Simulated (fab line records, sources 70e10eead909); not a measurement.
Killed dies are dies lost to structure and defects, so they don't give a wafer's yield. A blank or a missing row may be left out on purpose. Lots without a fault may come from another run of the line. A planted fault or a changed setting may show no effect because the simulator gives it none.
One fault seen from 2 desks | flow nand_harc | each desk has only its own numbers; what lay behind them comes last

THE TOOL OWNER'S DESK: litho_track-01
The tool's own readings at NHARC_P_GATE_PEB_24 (peb time 65 s): means of the sampled wafers that have a number, for each lot that ran on this tool. A lot is out of limits, marked OUT, if its mean lies more than 4 standard deviations from the usual mean; the brackets give that distance.
Columns: A = heater_power_total_W at NHARC_P_GATE_PEB_24, usual 156.6 W; B = plate_temp_C at NHARC_P_GATE_PEB_24, usual 100.00 C
lot  | first seen here | A               | B
L829 | day 4 21:38     | 156.3           | 99.99
L831 | day 6 07:14     | 156.7           | 100.05
L838 | day 8 14:46     | 156.4           | 99.84
L837 | day 8 15:16     | 156.3           | 100.09
L841 | day 10 00:40    | 151.5 (-12) OUT | 97.63 (-20) OUT
L842 | day 11 03:02    | 151.7 (-12) OUT | 97.69 (-19) OUT
This desk's finding: out of limits on L841, L842; first on L841, day 10 00:40 (heater_power_total_W at NHARC_P_GATE_PEB_24). In limits: L829, L831, L838, L837.

THE METROLOGY DESK
What the gauges read, lot by lot, whatever tool the lot ran on: means of the sampled wafers that have a number. A lot is out of limits, marked OUT, if its mean lies more than 4 standard deviations from the usual mean; the brackets give that distance.
Columns: A = cd_nm at NHARC_P_GATE_CD_MEAS_26, usual 120.3 nm
lot  | first seen here | A
L829 | day 4 21:43     | 120.1
L831 | day 6 07:19     | 120.5
L833 | day 6 16:16     | 120.9
L834 | day 7 07:17     | 120.1
L838 | day 8 14:50     | 119.6
L837 | day 8 15:21     | 119.5
L841 | day 10 00:44    | 129.0 (+12) OUT
L843 | day 11 02:43    | 121.3
L842 | day 11 03:07    | 129.6 (+13) OUT
L845 | day 11 17:38    | 120.3
L846 | day 12 04:34    | 120.3
L850 | day 14 02:17    | 121.3
This desk's finding: out of limits on L841, L842; first on L841, day 10 00:44 (cd_nm at NHARC_P_GATE_CD_MEAS_26). In limits: L829, L831, L833, L834, L838, L837, L843, L845, L846, L850.

PUT TOGETHER
The tool owner's desk could have raised an alarm at day 10 00:40, on L841, L842.
The metrology desk could have raised an alarm at day 10 00:44, on L841, L842.
Of the lots named, all ran NHARC_P_GATE_PEB_24 on litho_track-01.

WHAT THE SIMULATOR HAD PUT IN
Process parameter drift: litho_track-01, from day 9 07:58 on, at NHARC_P_GATE_PEB_24. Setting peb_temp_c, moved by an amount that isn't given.
Lots struck among those shown: L841, L842.
Hours from the fault's start to each desk's first reading out of limits: the tool owner's desk, 17; the metrology desk, 17.
